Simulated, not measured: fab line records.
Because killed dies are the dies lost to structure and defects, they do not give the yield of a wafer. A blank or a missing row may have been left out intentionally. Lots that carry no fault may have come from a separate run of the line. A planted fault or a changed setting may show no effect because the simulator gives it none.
Chamber matching ; flow n5-finfet ; rie-diel-05 running N5_BEOL_M0_STRIP_142: 4 sister chambers
The step strips in N2/H2, time 10 s. 8 wafers are shown with their chamber, then 12 later ones without.

== WAFERS WITH THEIR CHAMBER ==
wafer;chamber;showerhead-plenum-p-Torr (Torr);throttle-valve-pct (%)
L076.3;3;2.39;23.66
L079.4;0;2.65;23.78
L081.2;1;2.48;23.51
L081.3;0;2.65;23.76
L081.4;2;2.71;23.57
L084.1;1;2.47;23.51
L084.2;3;2.39;23.67
L084.4;2;2.71;23.58

== WAFERS WITH NO CHAMBER GIVEN ==
wafer;showerhead-plenum-p-Torr (Torr);throttle-valve-pct (%)
L086.1;2.65;23.80
L086.2;2.39;23.66
L086.4;2.70;23.57
L088.3;2.38;23.69
L088.4;2.70;23.59
L088.5;2.70;23.61
L092.1;2.47;23.53
L092.2;2.64;23.81
L092.5;2.38;23.69
L093.3;2.47;23.54
L093.4;2.47;23.52
L093.6;2.64;23.81

== WHICH CHAMBER EACH ONE RAN IN ==
wafer;from the rows above;in truth
L086.1;0;0
L086.2;3;3
L086.4;2;2
L088.3;3;3
L088.4;2;2
L088.5;2;2
L092.1;1;1
L092.2;0;0
L092.5;3;3
L093.3;1;1
L093.4;1;1
L093.6;0;0
Correct placement for 12 of the 12. From these rows, 0 cannot be placed. Placed wrongly: 0.
How it was worked out, from the rows above alone: a wafer's distance from a chamber is the root of the sum, over the readings, of the square of ((its reading less the chamber's mean) divided by the reading's scatter). The wafer belongs to the nearest chamber; if the next one is less than 2 further off, it can't be placed. The mean given for a chamber averages the wafers shown for that chamber. The scatter: the root of (the sum of the squares of (reading less its chamber's mean) over the shown wafers, divided by (wafers less chambers)).
